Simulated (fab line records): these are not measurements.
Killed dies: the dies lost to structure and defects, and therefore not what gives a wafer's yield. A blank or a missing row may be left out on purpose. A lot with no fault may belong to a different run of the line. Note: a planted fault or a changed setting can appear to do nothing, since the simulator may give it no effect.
fab line records ; flow n5Finfet
record: lots: 14; wafers: 40; lastDay: 18
route steps=1938 shown DUMMY_GATE@249 SPACER0@260 SD_EPI_N@268 BEOL_M4@1111
lots untouched by any fault: they come from a run of this same line in which no faults occurred
startH: hours from the record's first day to the start of the lot's first wafer shown ; waitH: hours elapsed since this lot's preceding step ; " same as the row above ; L1.1+2: one row covering several wafers at once ; - either no value or no given start ; * or withheld: withheld ; < > ~ a bound
route shown NAME@n: NAME is a module with steps in the file, n the number in the route of the first one ; usual: mean/standard deviation taken from wafers without a fault ; same: alike in all rows ; chamber/n: place in a boat ; sites: the reading at each site ; _std_site: standard deviation of those values ; _edge_site: the outer-site mean with the inner-site mean subtracted ; radiusMm: for every site, how far away it sits from the centre of the wafer ; mask NAME#n: copy n ; behind: the last tool/chamber to shape the wafer ; hold: what put the lot on hold/how long, in hours/how the hold closed ; device: names the non-switching transistor (n, p or np) ; end of line: the same wafers' tests at the end of the route ; a step given without rows: its recipe and nothing more ; killed: dies that structure and defects cost at the first sort, which is not the same as the wafer's yield ; map: shows each die of a wafer: x if killed, . if not, _ if none is there
set.NAME: the setting as run; set.NAME@STEP: as run at that earlier step ; model.NAME: the simulator's own value behind a step, which no gauge read
a sample of lots followed through the steps of the route, with each step as a table and each wafer as a row
services: when a tool's chamber went out of use (startH, in hours from the record's first day, below 0 if earlier), for how many hours, and the reason
== steps ==
step: N5_DUMMY_GATE_CD_MEAS_24
recipe: targetCdNm: 15
usual: cdNm: 15.0/0.43
lot.wafer;tool;chamber;startH;waitH;cdNm
L315.1;cdSem-02;-;61.20;0.1;15.0
L315.3;cdSem-02;-;61.20;0.1;15.3
L315.6;cdSem-02;-;61.20;0.1;15.1
L314.2;cdSem-02;-;65.07;0.1;14.9
L314.4;cdSem-02;-;65.07;0.1;14.9
L314.6;cdSem-02;-;65.07;0.1;14.8
L316.1;cdSem-02;-;71.10;0.1;14.9
L316.3;cdSem-02;-;71.10;0.1;15.1
L316.6;cdSem-02;-;71.10;0.1;15.4
L317.3;cdSem-02;-;75.12;0.1;15.4
L317.4;cdSem-02;-;75.12;0.1;14.9
L317.5;cdSem-02;-;75.12;0.1;15.4
L318.3;cdSem-01;-;76.88;0.1;14.7
L318.4;cdSem-01;-;76.88;0.1;14.1
L318.6;cdSem-01;-;76.88;0.1;15.2
L319.1;cdSem-01;-;83.04;0.1;14.9
L319.3;cdSem-01;-;83.04;0.1;14.2
L319.6;cdSem-01;-;83.04;0.1;14.2
L320.2;cdSem-01;-;87.85;0.1;14.4
L320.3;cdSem-01;-;87.85;0.1;14.5
L320.5;cdSem-01;-;87.85;0.1;15.4
L322.1;cdSem-01;-;101.46;0.1;15.1
L322.2;cdSem-01;-;101.46;0.1;14.7
L322.4;cdSem-01;-;101.46;0.1;15.3
L323.1;cdSem-03;-;106.78;0.1;14.6
L323.2;cdSem-03;-;106.78;0.1;14.7
L323.6;cdSem-03;-;106.78;0.1;15.4
L325.1;cdSem-01;-;128.73;0.1;14.2
L325.3;cdSem-01;-;128.73;0.1;14.8
L325.6;cdSem-01;-;128.73;0.1;15.0
L326.1;cdSem-03;-;132.03;0.1;15.4
L326.3;cdSem-03;-;132.03;0.1;14.8
L326.6;cdSem-03;-;132.03;0.1;14.7
L327.2;cdSem-03;-;132.99;0.1;14.8
L327.3;cdSem-03;-;132.99;0.1;14.7
L327.5;cdSem-03;-;132.99;0.1;15.4
L332.1;cdSem-03;-;160.36;0.1;14.5
L332.2;cdSem-03;-;160.36;0.1;15.6
L334.2;cdSem-03;-;174.18;0.1;15.0
L334.3;cdSem-03;-;174.18;0.1;15.1
step: N5_SPACER0_ALD_08
recipe: material: SiNx; targetThkA: 20; tempC: 400; aldPrecursorFamily: SiH2I2; aldCoReactant: N2/H2-plasma; pressureTorr: 2
usual: heaterPowerW: 845/86
lot.wafer;tool;chamber;startH;waitH;heaterPowerW;sinceWetCleanH
L315.1;aldSin-04;3;62.20;0.1;927;54
L315.3;aldSin-04;0;62.20;0.1;943;54
L315.6;aldSin-04;2;62.20;0.1;1014;-
L314.2;aldSin-01;1;65.89;0.1;907;255
L314.4;aldSin-01;2;65.89;0.1;719;255
L314.6;aldSin-01;0;65.89;0.1;842;-
L316.1;aldSin-03;1;71.84;0.1;895;352
L316.3;aldSin-03;0;71.84;0.1;886;352
L316.6;aldSin-03;2;71.84;0.1;752;-
L317.3;aldSin-01;1;75.95;0.1;898;265
L317.4;aldSin-01;2;75.95;0.1;723;265
L317.5;aldSin-01;3;75.95;0.1;783;-
L318.3;aldSin-04;0;77.86;0.1;956;70
L318.4;aldSin-04;3;77.86;0.1;934;70
L318.6;aldSin-04;0;77.86;0.1;960;-
L319.1;aldSin-04;0;83.95;0.1;970;76
L319.3;aldSin-04;1;83.95;0.1;830;76
L319.6;aldSin-04;3;83.95;0.1;930;-
L320.2;aldSin-04;1;88.59;0.1;857;81
L320.3;aldSin-04;3;88.59;0.1;960;81
L320.5;aldSin-04;3;88.59;0.1;910;-
L322.1;aldSin-03;2;102.20;0.1;730;1
L322.2;aldSin-03;0;102.20;0.1;844;1
L322.4;aldSin-03;3;102.20;0.1;810;1
L323.1;aldSin-01;1;107.54;0.1;912;297
L323.2;aldSin-01;3;107.54;0.1;789;297
L323.6;aldSin-01;3;107.54;0.1;775;-
L325.1;aldSin-01;3;129.50;0.1;781;319
L325.3;aldSin-01;0;129.50;0.1;835;319
L325.6;aldSin-01;0;129.50;0.1;846;-
L326.1;aldSin-03;3;132.87;0.1;848;32
L326.3;aldSin-03;1;132.87;0.1;827;32
L326.6;aldSin-03;0;132.87;0.1;834;-
L327.2;aldSin-03;0;133.77;0.1;806;32
L327.3;aldSin-03;3;133.77;0.1;838;32
L327.5;aldSin-03;3;133.77;0.1;816;-
L332.1;aldSin-01;0;161.10;0.1;826;350
L332.2;aldSin-01;2;161.10;0.1;746;350
L334.2;aldSin-01;0;174.91;0.1;865;364
L334.3;aldSin-01;3;174.91;0.1;769;364
step: N5_SD_EPI_N_PEB_07
recipe: pebTempC: 110; pebTimeS: 60; resist: CAR-ArF-block
usual: chillPlateTempC: 22.99/0.1; exhaustPa: 45.1/0.88; heaterPowerTotalW: 175.5/1.6
lot.wafer;tool;chamber;startH;waitH;chillPlateTempC;exhaustPa;heaterPowerTotalW
L315.1;lithoTrack-02;0;62.69;0.1;23.08;44.5;177.0
L315.3;lithoTrack-02;0;62.69;0.1;23.08;45.1;175.9
L315.6;lithoTrack-02;0;62.69;0.1;23.23;45.9;175.1
L314.2;lithoTrack-02;0;66.38;0.0;22.80;43.5;175.4
L314.4;lithoTrack-02;0;66.38;0.0;22.98;45.2;174.4
L314.6;lithoTrack-02;0;66.38;0.0;22.96;44.2;173.0
L316.1;lithoTrack-03;0;72.20;0.1;23.09;44.2;173.0
L316.3;lithoTrack-03;0;72.20;0.1;23.02;45.6;174.4
L316.6;lithoTrack-03;0;72.20;0.1;22.97;43.5;177.0
L317.3;lithoTrack-02;0;76.44;0.0;23.03;44.3;177.6
L317.4;lithoTrack-02;0;76.44;0.0;23.05;46.1;175.4
L317.5;lithoTrack-02;0;76.44;0.0;23.03;46.2;176.1
L318.3;lithoTrack-03;0;78.23;0.0;22.83;45.0;175.8
L318.4;lithoTrack-03;0;78.23;0.0;22.87;45.7;177.5
L318.6;lithoTrack-03;0;78.23;0.0;22.75;44.3;176.7
L319.1;lithoTrack-03;0;84.44;0.1;23.14;46.8;174.9
L319.3;lithoTrack-03;0;84.44;0.1;22.99;46.6;173.8
L319.6;lithoTrack-03;0;84.44;0.1;23.00;46.1;177.1
L320.2;lithoTrack-03;0;89.08;0.0;22.84;45.4;177.4
L320.3;lithoTrack-03;0;89.08;0.0;22.98;45.4;177.7
L320.5;lithoTrack-03;0;89.08;0.0;23.16;44.5;175.0
L322.1;lithoTrack-01;0;102.69;0.1;22.97;43.7;177.6
L322.2;lithoTrack-01;0;102.69;0.1;23.04;44.8;177.6
L322.4;lithoTrack-01;0;102.69;0.1;23.08;43.7;177.4
L323.1;lithoTrack-02;0;107.90;0.1;22.98;44.3;176.2
L323.2;lithoTrack-02;0;107.90;0.1;23.03;44.8;177.4
L323.6;lithoTrack-02;0;107.90;0.1;23.07;45.7;173.4
L325.1;lithoTrack-01;0;129.87;0.1;22.89;45.8;175.1
L325.3;lithoTrack-01;0;129.87;0.1;22.84;46.4;176.9
L325.6;lithoTrack-01;0;129.87;0.1;22.84;46.3;173.1
L326.1;lithoTrack-02;0;133.36;0.1;22.90;45.1;177.3
L326.3;lithoTrack-02;0;133.36;0.1;22.95;45.0;175.6
L326.6;lithoTrack-02;0;133.36;0.1;22.93;44.5;176.3
L327.2;lithoTrack-03;0;134.26;0.0;23.08;43.8;176.1
L327.3;lithoTrack-03;0;134.26;0.0;22.98;44.5;173.2
L327.5;lithoTrack-03;0;134.26;0.0;23.01;45.1;173.9
L332.1;lithoTrack-01;0;161.47;0.1;23.13;44.9;459.5
L332.2;lithoTrack-01;0;161.47;0.1;22.90;43.2;462.2
L334.2;lithoTrack-01;0;175.28;0.0;23.03;45.2;474.7
L334.3;lithoTrack-01;0;175.28;0.0;22.98;45.0;173.1
step: N5_SD_EPI_N_CD_MEAS_09
recipe: targetCdNm: 120; landingEnergyEv: 500; detector: seInlens
usual: cdNm: 120.0/0.57
same: landingEnergyEv: 500
lot.wafer;tool;chamber;startH;waitH;cdNm
L315.1;cdSem-01;0;62.76;-;119.3
L315.3;cdSem-01;0;62.76;-;120.2
L315.6;cdSem-01;0;62.76;-;119.7
L314.2;cdSem-01;0;66.45;-;121.0
L314.4;cdSem-01;0;66.45;-;120.8
L314.6;cdSem-01;0;66.45;-;120.3
L316.1;cdSem-01;0;72.27;-;119.5
L316.3;cdSem-01;0;72.27;-;119.5
L316.6;cdSem-01;0;72.27;-;119.2
L317.3;cdSem-01;0;76.51;-;119.3
L317.4;cdSem-01;0;76.51;-;120.3
L317.5;cdSem-01;0;76.51;-;120.3
L318.3;cdSem-02;0;78.30;-;120.3
L318.4;cdSem-02;0;78.30;-;119.8
L318.6;cdSem-02;0;78.30;-;119.0
L319.1;cdSem-01;0;84.50;-;120.4
L319.3;cdSem-01;0;84.50;-;119.6
L319.6;cdSem-01;0;84.50;-;119.9
L320.2;cdSem-02;0;89.15;-;119.3
L320.3;cdSem-02;0;89.15;-;119.0
L320.5;cdSem-02;0;89.15;-;119.2
L322.1;cdSem-02;0;102.75;-;119.7
L322.2;cdSem-02;0;102.75;-;119.9
L322.4;cdSem-02;0;102.75;-;120.7
L323.1;cdSem-02;0;107.97;-;120.4
L323.2;cdSem-02;0;107.97;-;119.2
L323.6;cdSem-02;0;107.97;-;120.8
L325.1;cdSem-02;0;129.93;-;120.3
L325.3;cdSem-02;0;129.93;-;119.8
L325.6;cdSem-02;0;129.93;-;120.0
L326.1;cdSem-02;0;133.43;-;120.7
L326.3;cdSem-02;0;133.43;-;120.3
L326.6;cdSem-02;0;133.43;-;120.0
L327.2;cdSem-03;0;134.33;-;120.2
L327.3;cdSem-03;0;134.33;-;119.5
L327.5;cdSem-03;0;134.33;-;119.3
L332.1;cdSem-01;0;161.53;-;29.2
L332.2;cdSem-01;0;161.53;-;29.1
L334.2;cdSem-03;0;175.35;-;29.3
L334.3;cdSem-03;0;175.35;-;120.5
step: N5_SD_EPI_N_INSPECT_11
recipe: mode: adi; inspectInstrument: macro
usual: rawDefectCount: 2.1/1.4
lot.wafer;tool;chamber;startH;waitH;rawDefectCount
L315.1;defectInspect-01;-;62.81;0.0;2
L315.3;defectInspect-01;-;62.81;0.0;1
L315.6;defectInspect-01;-;62.81;0.0;1
L314.2;defectInspect-02;-;66.50;0.0;1
L314.4;defectInspect-02;-;66.50;0.0;1
L314.6;defectInspect-02;-;66.50;0.0;2
L316.1;defectInspect-01;-;72.33;0.0;0
L316.3;defectInspect-01;-;72.33;0.0;1
L316.6;defectInspect-01;-;72.33;0.0;2
L317.3;defectInspect-01;-;76.56;0.0;2
L317.4;defectInspect-01;-;76.56;0.0;3
L317.5;defectInspect-01;-;76.56;0.0;0
L318.3;defectInspect-01;-;78.35;0.0;3
L318.4;defectInspect-01;-;78.35;0.0;6
L318.6;defectInspect-01;-;78.35;0.0;3
L319.1;defectInspect-01;-;84.56;0.0;3
L319.3;defectInspect-01;-;84.56;0.0;6
L319.6;defectInspect-01;-;84.56;0.0;1
L320.2;defectInspect-01;-;89.20;0.0;3
L320.3;defectInspect-01;-;89.20;0.0;1
L320.5;defectInspect-01;-;89.20;0.0;2
L322.1;defectInspect-01;-;102.81;0.0;2
L322.2;defectInspect-01;-;102.81;0.0;4
L322.4;defectInspect-01;-;102.81;0.0;0
L323.1;defectInspect-01;-;108.02;0.0;0
L323.2;defectInspect-01;-;108.02;0.0;1
L323.6;defectInspect-01;-;108.02;0.0;3
L325.1;defectInspect-02;-;129.99;0.0;4
L325.3;defectInspect-02;-;129.99;0.0;0
L325.6;defectInspect-02;-;129.99;0.0;4
L326.1;defectInspect-02;-;133.48;0.0;1
L326.3;defectInspect-02;-;133.48;0.0;1
L326.6;defectInspect-02;-;133.48;0.0;0
L327.2;defectInspect-01;-;134.39;0.0;6
L327.3;defectInspect-01;-;134.39;0.0;3
L327.5;defectInspect-01;-;134.39;0.0;4
L332.1;defectInspect-01;-;161.59;0.0;3
L332.2;defectInspect-01;-;161.59;0.0;1
L334.2;defectInspect-02;-;175.40;0.0;1
L334.3;defectInspect-02;-;175.40;0.0;2
step: N5_BEOL_M4_RC_MEAS_101
usual: DIBL_N: 37.1/1.8; DIBL_P: 37.2/2.1; IOFF_N: 0.17/0.033; IOFF_P: 0.22/0.037; ION_N: 680/11; ION_P: 464/7.7; SS_N: 71.7/0.63; SS_P: 73.6/0.67; VT_N: 248.9/2.9; VT_P: -251/3.6
lot.wafer;tool;chamber;startH;waitH;DIBL_N[mV/V];DIBL_P[mV/V];IOFF_N[nA/um];IOFF_P[nA/um];ION_N[uA/um];ION_P[uA/um];SS_N[mV/dec];SS_P[mV/dec];VT_N[mV];VT_P[mV]
L315.1;prober-01;0;187.64;0.0;37.7;39.0;0.21;0.24;684;467;72.2;74.0;244.9;-249
L315.3;prober-01;0;187.64;0.0;32.4;32.8;0.11;0.15;666;458;70.6;72.1;253.1;-256
L315.6;prober-01;0;187.64;0.0;36.1;37.3;0.18;0.21;682;465;71.9;73.8;246.9;-250
L316.1;prober-02;0;190.94;0.0;38.7;40.6;0.22;0.26;701;473;72.0;74.6;242.9;-248
L316.3;prober-02;0;190.94;0.0;35.8;36.7;0.14;0.18;676;455;71.4;73.2;251.4;-256
L316.6;prober-02;0;190.94;0.0;34.1;33.8;0.12;0.15;667;454;71.0;72.5;251.3;-256
L314.2;prober-02;0;193.68;0.2;37.2;37.9;0.19;0.27;674;466;71.7;73.9;244.5;-245
L314.4;prober-02;0;193.68;0.2;34.4;34.7;0.15;0.20;675;464;72.2;72.8;250.0;-248
L314.6;prober-02;0;193.68;0.2;36.1;36.9;0.16;0.24;679;473;72.1;74.3;250.0;-245
L317.3;prober-02;0;202.24;0.3;36.0;36.5;0.17;0.24;691;468;71.0;73.2;248.1;-247
L317.4;prober-02;0;202.24;0.3;37.9;39.2;0.21;0.29;684;471;71.7;74.4;245.2;-246
L317.5;prober-02;0;202.24;0.3;35.0;35.4;0.15;0.21;684;469;70.8;73.2;249.1;-249
L319.1;prober-02;0;211.27;0.0;36.6;35.3;0.14;0.16;663;449;72.0;72.9;253.8;-254
L319.3;prober-02;0;211.27;0.0;37.9;38.5;0.18;0.22;684;464;72.4;74.1;248.7;-253
L319.6;prober-02;0;211.27;0.0;38.8;38.1;0.19;0.21;681;463;71.7;74.2;249.6;-253
L320.2;prober-01;0;216.16;0.2;38.2;39.4;0.22;0.31;697;481;72.4;74.2;245.5;-244
L320.3;prober-01;0;216.16;0.2;38.0;37.8;0.20;0.29;686;479;72.1;73.6;245.1;-243
L320.5;prober-01;0;216.16;0.2;37.1;36.8;0.18;0.26;680;466;72.2;73.5;246.5;-247
L318.3;prober-02;0;216.44;0.3;37.3;37.8;0.18;0.23;690;467;71.9;74.0;246.8;-249
L318.4;prober-02;0;216.44;0.3;39.4;38.5;0.21;0.24;693;462;72.3;74.5;245.6;-248
L318.6;prober-02;0;216.44;0.3;37.5;36.9;0.18;0.22;689;468;71.6;73.8;246.4;-249
L322.1;prober-01;0;235.29;0.0;35.6;35.8;0.15;0.20;675;466;71.2;73.9;249.1;-251
L322.2;prober-01;0;235.29;0.0;38.3;37.0;0.19;0.23;691;470;71.7;73.9;249.9;-249
L322.4;prober-01;0;235.29;0.0;34.8;34.9;0.14;0.19;678;464;70.5;72.2;250.8;-254
L323.1;prober-02;0;235.71;0.0;35.7;37.0;0.14;0.18;663;455;72.0;73.9;250.1;-254
L323.2;prober-02;0;235.71;0.0;38.2;41.7;0.21;0.25;690;469;71.6;75.1;245.4;-252
L323.6;prober-02;0;235.71;0.0;34.0;35.3;0.13;0.17;665;462;70.7;73.4;251.2;-255
L325.1;prober-02;0;259.07;0.0;39.2;40.1;0.20;0.23;673;452;72.7;74.4;249.5;-252
L325.3;prober-02;0;259.07;0.0;37.0;38.1;0.16;0.19;679;458;71.3;74.2;249.1;-253
L325.6;prober-02;0;259.07;0.0;38.2;39.8;0.20;0.23;686;465;72.0;74.5;248.2;-250
L327.2;prober-02;0;274.81;0.2;37.6;37.8;0.16;0.18;674;456;71.8;73.2;250.6;-256
L327.3;prober-02;0;274.81;0.2;37.6;37.0;0.15;0.17;673;459;71.1;72.8;250.8;-256
L327.5;prober-02;0;274.81;0.2;37.3;37.4;0.16;0.17;676;453;71.5;72.9;248.5;-256
L326.1;prober-02;0;283.62;0.0;38.4;37.8;0.18;0.22;676;461;70.8;73.7;247.8;-251
L326.3;prober-02;0;283.62;0.0;40.1;40.3;0.21;0.27;688;474;71.5;74.3;247.0;-247
L326.6;prober-02;0;283.62;0.0;35.5;35.3;0.12;0.19;671;467;70.7;73.8;252.9;-252
L334.3;prober-01;0;318.17;0.3;37.4;36.2;0.18;0.22;678;461;72.0;73.4;247.8;-251
== services ==
tool;chamber;startH;hours;kind
lithoTrack-03;-;39.68;-;consumableReplace:filter
aldSin-04;-;43.04;0.9;repair
aldSin-01;0;47.41;8.8;repair
aldSin-04;2;50.29;8.1;repair
aldSin-01;-;56.26;2.8;pm
aldSin-03;-;87.38;14.0;pm
aldSin-03;0;87.38;14.0;ventCycle
aldSin-03;1;87.38;14.0;ventCycle
aldSin-03;2;87.38;14.0;ventCycle
aldSin-03;3;87.38;14.0;ventCycle
aldSin-03;0;101.38;-;clean
aldSin-03;1;101.38;-;clean
aldSin-03;2;101.38;-;clean
aldSin-03;3;101.38;-;clean
== key ==
firstSign: step: N5_SD_EPI_N_PEB_07; reading: heaterPowerTotalW; direction: up; sigmas: 99+; usual: *; struck: *
effect: step: N5_SD_EPI_N_CD_MEAS_09; reading: cdNm; direction: down; sigmas: 99+; usual: 120.0; struck: 29.2
metAt N5_SD_EPI_N_PEB_07
struckLots L332,L334
struckWafers L332.1,L332.2,L334.2
laterRowsLeftOut L332.1,L332.2,L334.2
sortLeftOut L332.1,L332.2,L334.2
notActingAt N5_DUMMY_GATE_CD_MEAS_24,N5_SPACER0_ALD_08,N5_SD_EPI_N_INSPECT_11
onsetBetween 129.87 161.47
fault: kind: processParameterDrift; tool: lithoTrack-01; chamber: -; onsetH: 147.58; steps: N5_SD_EPI_N_PEB_07; channel: pebTimeS; offset: *; shape: step; endH: 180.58; scope: struckWafersOnly; actsIn: *; stated: *
sortLeftOut: the simulated sort isn't trusted on such a fault, so these wafers' sort isn't shown, and their yield isn't known
laterRowsLeftOut: the simulator's readings of these wafers behind a module that went badly wrong aren't trusted and aren't shown, but for the sort
